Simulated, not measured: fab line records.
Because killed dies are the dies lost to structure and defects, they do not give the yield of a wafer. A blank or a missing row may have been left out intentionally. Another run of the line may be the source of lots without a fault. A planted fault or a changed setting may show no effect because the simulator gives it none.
Chamber matching :: flow n5_finfet :: N5_BEOL_M14_STRIP_37 on rie_diel-01: 4 sister chambers
The step strips in O2. 4 wafers are shown with their chamber, then 10 later ones without.

WAFERS PAIRED WITH THEIR CHAMBERS
wafer: L088.2
chamber: 1
throttle_valve_pct (%): 16.65

wafer: L088.3
chamber: 2
throttle_valve_pct (%): 16.92

wafer: L091.2
chamber: 0
throttle_valve_pct (%): 16.82

wafer: L091.5
chamber: 3
throttle_valve_pct (%): 17.00

WAFERS WHOSE CHAMBER IS MISSING
wafer: L091.6
throttle_valve_pct (%): 16.82

wafer: L092.3
throttle_valve_pct (%): 16.83

wafer: L092.5
throttle_valve_pct (%): 16.61

wafer: L092.6
throttle_valve_pct (%): 16.85

wafer: L094.3
throttle_valve_pct (%): 16.54

wafer: L094.5
throttle_valve_pct (%): 16.64

wafer: L094.6
throttle_valve_pct (%): 16.98

wafer: L097.3
throttle_valve_pct (%): 16.95

wafer: L097.4
throttle_valve_pct (%): 16.57

wafer: L097.5
throttle_valve_pct (%): 16.86

WHICH CHAMBER EACH WENT THROUGH
wafer: L091.6
from the rows above: 0
in truth: 0

wafer: L092.3
from the rows above: can't be placed: 0 or 2
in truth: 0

wafer: L092.5
from the rows above: 1
in truth: 1

wafer: L092.6
from the rows above: can't be placed: 0 or 2
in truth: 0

wafer: L094.3
from the rows above: 1
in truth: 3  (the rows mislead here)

wafer: L094.5
from the rows above: 1
in truth: 1

wafer: L094.6
from the rows above: can't be placed: 3 or 2
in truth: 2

wafer: L097.3
from the rows above: can't be placed: 2 or 3
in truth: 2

wafer: L097.4
from the rows above: 1
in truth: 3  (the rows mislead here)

wafer: L097.5
from the rows above: can't be placed: 0 or 2
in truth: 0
Placed correctly: 3 of 10. These rows do not allow placing 5 (true chamber among the candidates in 5). Number placed wrongly: 2.
How it was worked out, from the rows above alone: a wafer's distance from a chamber is the root of the sum, over the readings, of the square of ((its reading less the chamber's mean) divided by the reading's scatter). If the next closest chamber is less than 2 further off than the closest, the wafer can't be placed; otherwise it belongs to the closest. The mean given for a chamber averages the wafers shown for that chamber. The scatter: with one shown wafer a chamber, the root of the mean of the squares of how far each hidden wafer lies from its nearest shown one.
